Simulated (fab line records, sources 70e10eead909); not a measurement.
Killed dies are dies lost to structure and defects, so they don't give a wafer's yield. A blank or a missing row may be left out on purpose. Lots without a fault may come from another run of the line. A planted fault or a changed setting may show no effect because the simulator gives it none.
fab line records | flow nand_harc
record lots=6 wafers=18 last_day=23
route steps=1159 shown A_WL_FILL@820
lots that met no fault: from a run of the same line without faults
start_h: hours from the record's first day to the start of the lot's first wafer shown | wait_h: hours since the lot's step before | " the same as in the row above | L1.1+2: a row that stands for several wafers | - no value, or no start given | * or withheld: withheld | < > ~ a bound
route shown NAME@n: a module of which the file shows steps, and the number in the route of the first | usual: mean/standard deviation of fault-free wafers | same: alike in all rows | chamber/n: place in a boat | sites: the reading at each site | _std_site: their standard deviation | _edge_site: outer sites' mean less inner sites' | radius_mm: how far each site lies from the wafer's centre | mask NAME#n: copy n | behind: the tool/chamber that last shaped the wafer | hold: why the lot was held/for how many hours/how that ended | device: the transistor (n, p or np) that didn't switch | end of line: the same wafers' tests at the end of the route | a step without rows: its recipe alone | killed: dies lost to structure and defects at the first sort, not the wafer's yield | map: a wafer's dies, x killed, . not, _ none there
set.NAME: the setting as run; set.NAME@STEP: as run at that earlier step | model.NAME: the simulator's own value behind a step, which no gauge read
lots at some steps of the route; a table a step, a row a wafer
services: from which hour (start_h, from the record's first day; less than 0 if before it) a tool's chamber was out of use, for how many hours, and why
## steps
# step NHARC_A_WL_FILL_ANNEAL_08
# recipe temp_c=450 time_s=1800
# step NHARC_A_WL_FILL_ALD_10
# recipe target_thk_a=500 pulse_time_s=10 ald_cycles=500 temp_c=300 material=SiO2
# step NHARC_A_WL_FILL_ETCHBACK_16
# recipe target_depth_a=880 time_s=17.6 c4f8_flow_sccm=withheld o2_flow_sccm=8 ar_flow_sccm=withheld rf_w=600 bias_w=800 chemistry=C4F8/O2/Ar
# usual oes_product_au=0.97/0.035 rf_vpp_V=725/4.4
# columns lot.wafer tool chamber start_h wait_h oes_product_au rf_hours_counter_h rf_vpp_V
L165.2 rie_diel-05 2 - - 1.01 0.4 719
L165.5 " 0 " " 1.01 - 717
L165.6 " 1 " " 0.99 - 725
L164.1 rie_diel-05 0 - - 1.01 0.8 718
L164.6 " 2 " " 1.01 - 719
L164.5 " 3 " " 1.00 - 729
L168.3 rie_diel-08 1 - - 1.00 2.5 724
L168.4 " 2 " " 0.99 2.5 723
L168.5 " 3 " " 1.01 - 728
L172.4 rie_diel-05 0 - - 1.00 2.8 717
L172.5 " 0 " " 1.00 - 717
L172.6 " 1 " " 1.00 - 728
L178.2 rie_diel-12 3 - - 1.00 4.3 727
L178.5 " 0 " " 0.99 - 729
L178.6 " 3 " " 1.00 - 727
L180.2 rie_diel-12 3 - - 0.92 5.5 729
L180.1 " 2 " " 0.92 5.6 723
L180.5 " 3 " " 0.92 - 728
# step NHARC_A_WL_FILL_STRIP_29
# recipe time_s=20 o2_flow_sccm=500 ar_flow_sccm=0 bias_w=0 chemistry=O2
# usual drypump_motor_current_A=5.7/0.55 oes_product_au=0.999/0.008 rf_vpp_V=57.8/0.89 showerhead_plenum_p_Torr=3.58/0.15 throttle_valve_pct=17.037/0.0091
# columns lot.wafer tool chamber start_h wait_h drypump_motor_current_A oes_product_au rf_hours_counter_h rf_vpp_V showerhead_plenum_p_Torr throttle_valve_pct
L165.2 rie_diel-05 2 354.15 0.1 6.0 1.021 0.4 58.4 3.41 17.029
L165.5 " 3 " " 6.4 1.008 - 58.3 3.75 17.026
L165.6 " 0 " " 4.8 1.000 - 57.3 3.32 17.031
L164.1 rie_diel-05 1 364.63 0.1 5.8 0.993 0.8 58.6 3.62 17.047
L164.6 " 1 " " 5.8 0.997 - 58.4 3.62 17.035
L164.5 " 2 " " 6.0 1.006 - 56.6 3.41 17.025
L168.3 rie_diel-08 2 408.05 0.1 5.6 0.994 2.5 58.5 3.53 17.049
L168.4 " 0 " " 6.2 0.977 2.5 58.8 3.77 17.028
L168.5 " 2 " " 5.6 0.983 - 57.8 3.53 17.040
L172.4 rie_diel-05 3 418.53 0.1 6.4 1.013 3.0 56.2 3.75 17.023
L172.5 " 1 " " 5.8 0.989 - 57.3 3.62 17.039
L172.6 " 2 " " 6.0 1.001 - 58.5 3.41 17.036
L178.2 rie_diel-12 3 448.99 0.1 5.1 1.004 4.3 58.4 3.69 17.018
L178.5 " 3 " " 5.1 1.004 - 58.0 3.69 17.054
L178.6 " 0 " " 6.7 1.001 - 57.9 3.78 17.038
L180.1 rie_diel-12 3 462.54 0.1 5.2 1.006 5.5 59.7 3.69 17.036
L180.2 " 0 " " 6.7 1.007 5.6 58.2 3.78 17.018
L180.5 " 3 " " 5.2 0.997 - 58.8 3.69 17.034
# step NHARC_A_WL_FILL_ETCHBACK_17
# recipe target_depth_a=40 time_s=26.7 chemistry=Cl2/BCl3
# usual drypump_motor_current_A=5.6/0.48 oes_product_au=1.001/0.0093
# columns lot.wafer tool chamber start_h wait_h drypump_motor_current_A oes_product_au rf_hours_counter_h
L165.2 rie_metal-01 1 354.24 - 6.2 0.990 0.9
L165.6 " 1 " " 6.2 1.001 -
L165.5 " 0 " " 5.2 1.007 -
L164.1 rie_metal-01 1 364.72 - 6.2 0.984 1.4
L164.5 " 1 " " 6.2 0.993 -
L164.6 " 0 " " 5.3 1.007 -
L168.4 rie_metal-02 0 408.17 - 5.5 1.017 -
L168.3 " 1 " " 5.9 1.004 -
L168.5 " 0 " " 5.5 1.020 -
L172.4 rie_metal-01 0 418.74 - 5.2 1.007 -
L172.5 " 0 " " 5.2 1.010 -
L172.6 " 0 " " 5.2 1.005 -
L178.2 rie_metal-01 0 449.10 - 5.3 1.009 4.7
L178.6 " 1 " " 6.2 1.003 -
L178.5 " 0 " " 5.3 1.000 -
L180.1 rie_metal-01 0 462.63 - 5.2 0.997 5.2
L180.2 " 1 " " 6.2 1.004 2.8
L180.5 " 1 " " 6.2 0.994 -
# step NHARC_A_WL_FILL_PRECLEAN_18
# recipe time_s=30 chemistry=dHF
# step NHARC_A_WL_FILL_SRD_21
# step NHARC_A_WL_FILL_CVD_23
# recipe target_thk_a=400 temp_c=620 pressure_mtorr=200 time_s=800 material=poly-Si
# step NHARC_A_WL_FILL_ETCHBACK_26
# recipe target_depth_a=520 time_s=13.3 hbr_flow_sccm=150 rf_w=350 icp_w=350 bias_w=60 chemistry=HBr
# usual drypump_motor_current_A=5.7/0.54 oes_product_au=0.997/0.0091 throttle_valve_pct=23.265/0.0097
# columns lot.wafer tool chamber start_h wait_h drypump_motor_current_A oes_product_au rf_hours_counter_h throttle_valve_pct
L165.2 rie_si-04 1 359.47 0.4 4.8 0.982 0.6 23.252
L165.6 " 3 " " 6.4 0.997 - 23.269
L165.5 " 0 " " 6.3 0.993 - 23.265
L164.1 rie_si-02 2 368.29 0.4 5.7 1.002 1.2 23.254
L164.6 " 1 " " 5.5 1.001 - 23.263
L164.5 " 2 " " 5.7 0.997 - 23.264
L168.4 rie_si-06 2 413.33 0.4 5.7 0.998 0.3 23.252
L168.3 " 0 " " 5.9 1.014 0.3 23.274
L168.5 " 2 " " 5.7 0.994 - 23.246
L172.4 rie_si-02 3 424.04 0.4 4.8 0.994 0.2 23.263
L172.6 " 1 " " 5.6 0.994 - 23.263
L172.5 " 2 " " 5.6 0.994 - 23.263
L178.2 rie_si-02 0 454.11 0.4 5.5 1.005 0.3 23.262
L178.5 " 2 " " 5.6 1.003 - 23.276
L178.6 " 3 " " 4.8 0.988 - 23.262
L180.1 rie_si-02 1 468.06 0.4 5.5 0.999 0.5 23.273
L180.2 " 3 " " 4.8 0.990 0.4 23.266
L180.5 " 0 " " 5.5 1.004 - 23.260
# step NHARC_A_WL_FILL_PRECLEAN_30
# recipe time_s=10 chemistry=dHF
# step NHARC_A_WL_FILL_SRD_14
# step NHARC_A_WL_FILL_ALD_19
# recipe target_thk_a=20 pulse_time_s=3 ald_cycles=100 temp_c=450 material=TiN
# usual ald_cycles=100/0 heater_power_w=1043/87 precursor_pulse_height_rel=1.001/0.018
# columns lot.wafer tool chamber start_h wait_h ald_cycles heater_power_w precursor_pulse_height_rel
L165.2 ald_metal-02 2 359.74 0.1 100 1199 0.991
L165.5 " 1 " " 100 984 0.991
L165.6 " 2 " " 100 1196 0.994
L164.1 ald_metal-01 3 368.56 0.1 100 1072 0.961
L164.6 " 3 " " 100 1059 1.007
L164.5 " 0 " " 100 1241 1.002
L168.4 ald_metal-01 3 413.62 0.1 100 1065 0.978
L168.3 " 0 " " 100 1217 0.958
L168.5 " 3 " " 100 1076 0.971
L172.4 ald_metal-03 1 424.35 0.2 100 1016 1.015
L172.5 " 2 " " 100 1078 0.994
L172.6 " 3 " " 100 1017 0.984
L178.2 ald_metal-02 3 454.40 0.1 51 934 0.986
L178.6 " 1 " " 100 951 0.976
L178.5 " 2 " " 51 1147 1.017
L180.1 ald_metal-02 1 468.34 0.1 100 893 0.995
L180.2 " 0 " " 51 1145 1.004
L180.5 " 2 " " 51 1174 1.026
# step NHARC_A_WL_FILL_CVD_20
# recipe target_thk_a=750 temp_c=300 pressure_torr=40 wf6_flow_sccm=40 h2_flow_sccm=1600 ar_flow_sccm=1560 time_s=5064 material=W
# usual chamber_pressure_Torr=40.00/0.09 heater_power_w=508/42 throttle_valve_pct=8.17/0.23
# columns lot.wafer tool chamber start_h wait_h chamber_pressure_Torr heater_power_w throttle_valve_pct
L165.2 cvd_w-01 0 - - 39.97 540 8.30
L165.6 " 1 " " 40.02 527 7.87
L165.5 " 0 " " 40.12 556 7.99
L164.1 cvd_w-02 0 - - 39.85 451 8.13
L164.6 " 1 " " 39.89 505 8.52
L164.5 " 0 " " 40.09 455 8.51
L168.4 cvd_w-02 0 - - 40.13 437 8.34
L168.3 " 1 " " 39.94 489 8.33
L168.5 " 1 " " 39.91 481 8.03
L172.4 cvd_w-01 1 - - 39.94 534 7.83
L172.5 " 0 " " 39.99 556 7.74
L172.6 " 1 " " 39.94 540 7.87
L178.2 cvd_w-02 1 - - 40.09 499 8.20
L178.5 " 1 " " 40.19 486 8.30
L178.6 " 0 " " 40.04 441 8.18
L180.2 cvd_w-02 1 - - 40.01 492 8.54
L180.1 " 0 " " 40.02 437 7.87
L180.5 " 0 " " 39.95 442 8.45
## services
# columns tool chamber start_h hours kind
rie_metal-01 - 332.00 9.0 pm
rie_diel-05 - 340.60 9.0 pm
ald_metal-02 3 351.52 3.4 repair
rie_diel-05 2 359.40 1.3 repair
rie_si-06 - 360.00 9.0 pm
rie_si-02 3 360.79 3.4 repair
rie_diel-08 0 363.55 4.1 repair
ald_metal-02 - 364.00 10.0 pm
rie_si-04 - 378.16 0.8 repair
cvd_w-02 - 378.19 13.0 pm
rie_diel-12 - 379.40 9.0 pm
ald_metal-03 - 382.46 2.1 repair
rie_diel-05 2 384.93 1.5 repair
rie_metal-02 - 388.00 9.0 pm
rie_si-02 - 388.00 9.0 pm
rie_metal-01 1 390.82 50.1 repair
rie_si-06 2 399.12 1.0 repair
ald_metal-01 0 428.02 28.2 repair
rie_si-04 3 435.09 4.5 repair
rie_diel-12 1 448.21 12.8 repair
ald_metal-01 - 458.00 10.0 pm
rie_metal-01 - 460.73 0.6 repair
rie_metal-01 - 468.39 0.4 repair
rie_metal-01 1 472.31 5.4 repair
## key
first_sign step=NHARC_A_WL_FILL_ALD_19 reading=ald_cycles direction=down sigmas=99+ usual=100 struck=51
effect none on later readings
met_at NHARC_A_WL_FILL_ALD_19
struck_wafers L178.2,L178.5,L180.2,L180.5
later_rows_left_out L178.2,L178.5,L180.2,L180.5
sort_left_out L178.2,L178.5,L180.2,L180.5
tester_left_out L178,L180
onset_between 359.74 454.40
fault kind=process_parameter_drift tool=ald_metal-02 chamber=- onset_h=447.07 steps=NHARC_A_WL_FILL_ALD_19 channel=ald_cycles offset=-49 shape=step end_h=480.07 scope=struck_wafers_only acts_in=these_recipes_only stated=100
# tester_left_out: of these lots the tester's yield and bins aren't shown, on N5 and GAA mostly nor the transistor test; their killed dies are dies lost to structure and defects alone, not to doping, threshold or leakage, so they don't give the yield
# sort_left_out: the simulated sort isn't trusted on such a fault, so these wafers' sort isn't shown, and their yield isn't known
# later_rows_left_out: the simulator's readings of these wafers behind a module that went badly wrong aren't trusted and aren't shown, but for the sort
